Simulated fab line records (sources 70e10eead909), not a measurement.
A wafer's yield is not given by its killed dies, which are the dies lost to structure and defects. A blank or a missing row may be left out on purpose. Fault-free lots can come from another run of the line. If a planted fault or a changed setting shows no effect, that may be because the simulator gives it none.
Problem report, 8D (eight disciplines) form, completed by code	flow nand_harc	the parts of the form that need people (team, actions taken, sign-off) are left out

1. WHAT IS WRONG
Wafers without a fault read 26, standard deviation 9; killed_at_array at NHARC_END_SORT_01 reads a mean of 299 on 3 wafers belonging to 2 lots. That is +30 standard deviations from the usual mean.
The first sign was on wafer L732.3 at day 22 19:33, on prober-01. At this step, 6 wafers from 2 lots have a number in the record. By rule, "out" or "out of limits" means more than 4 standard deviations away from the usual mean. Any other wafer with a number is counted as sound.

2. WHAT THIS IS AND IS NOT
question	is	is not
which readings at this step	killed_at_array, killed_dies	killed_at_other, killed_at_periphery, killed_open, killed_short
which lots	L732, L735	-
which wafers of those lots	L732.3, L735.3, L735.4	L732.1, L732.6, L735.1
read on which gauges	prober-01	-
when	from day 22 19:33	up to then (1 sound wafer); but 2 sound wafers of L732, L735 came after

3. WHAT RULES OUT EACH SUSPECT
Counting: a tool at a process step up to the reading stays a suspect if it ran every lot that is out. Sound lots after the first of them don't rule it out here, since some wafers of a struck lot are sound.
- ruled out: the gauge at NHARC_END_SORT_01. All the wafers that are out were read on prober-01, but those of them that NHARC_A_STAIRCASE_ETCH_19 has rows for are out there too, on other tools.
- rie_diel-06 at NHARC_A_STAIRCASE_ETCH_15 (etches the open film in C4F8/O2, target depth 100 nm, time 40.5 s): kept. It ran every lot that is out, first L732 (day 14 13:31). With no start given for some of its lots, NHARC_A_STAIRCASE_ETCH_15 uses the hours and lot order of NHARC_A_STAIRCASE_ETCH_19.
- rie_diel-06 at NHARC_A_STAIRCASE_TRIM_16 (chemistry O2, time 211.2 s): kept. It ran every lot that is out, first L732 (day 14 13:31). With no start given for some of its lots, NHARC_A_STAIRCASE_TRIM_16 uses the hours and lot order of NHARC_A_STAIRCASE_ETCH_19.
- rie_diel-06 at NHARC_A_STAIRCASE_ETCH_19 (etches the open film in C4F8/O2, target depth 100 nm, time 40.5 s): kept. It ran every lot that is out, first L732 (day 14 13:31). On those wafers its own readings are out: oes_product_au.
- Within rie_diel-06 at NHARC_A_STAIRCASE_TRIM_16: the wafers that are out ran in chambers 0, 1; their sound lot-mates ran in chambers 2, 3.
Left after counting: rie_diel-06 at NHARC_A_STAIRCASE_ETCH_15, rie_diel-06 at NHARC_A_STAIRCASE_TRIM_16, rie_diel-06 at NHARC_A_STAIRCASE_ETCH_19.

4. THE CAUSE (what the simulator had put in)
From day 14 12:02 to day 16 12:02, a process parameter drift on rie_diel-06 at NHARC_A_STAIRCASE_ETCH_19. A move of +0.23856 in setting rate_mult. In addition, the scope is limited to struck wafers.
After counting, 3 suspects remain, this tool included.

5. THE EFFECT CHAIN, in route order
Each row: a reading where the mean over the struck wafers with a number is more than 3 standard deviations away from the usual. Only readings for which the record gives a usual standard deviation are gone through. hours: the time from each lot's start at the first step in this table that gives one to its start at this step, as a median over the lots. sigmas: the change in usual standard deviations.
hours	step	reading	usual	on struck wafers	change	sigmas
0	NHARC_A_STAIRCASE_ETCH_19	oes_product_au	0.944 a.u.	1.089	+0.145	+12
201	NHARC_END_SORT_01	killed_at_array	26	299	+273	+30
201	NHARC_END_SORT_01	killed_dies	30	302	+272	+30
It contains these process steps:
- NHARC_A_STAIRCASE_ETCH_19: etches the open film in C4F8/O2, target depth 100 nm, time 40.5 s.

6. HOW IT WOULD HAVE BEEN CAUGHT EARLIER
Counted from the fault's start at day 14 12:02, it took 200 hours until the first out-of-limits reading at a measuring or inspecting step in this record, taken at day 22 19:33.
Tool's own readings at NHARC_A_STAIRCASE_ETCH_19, oes_product_au: out on all struck wafers the step has rows for; an alarm limit on them would have tripped on the first.
All the lots that are out (2) had begun NHARC_A_STAIRCASE_ETCH_19 on rie_diel-06 by day 22 19:33. Holding the tool at that point would not have protected any of them.
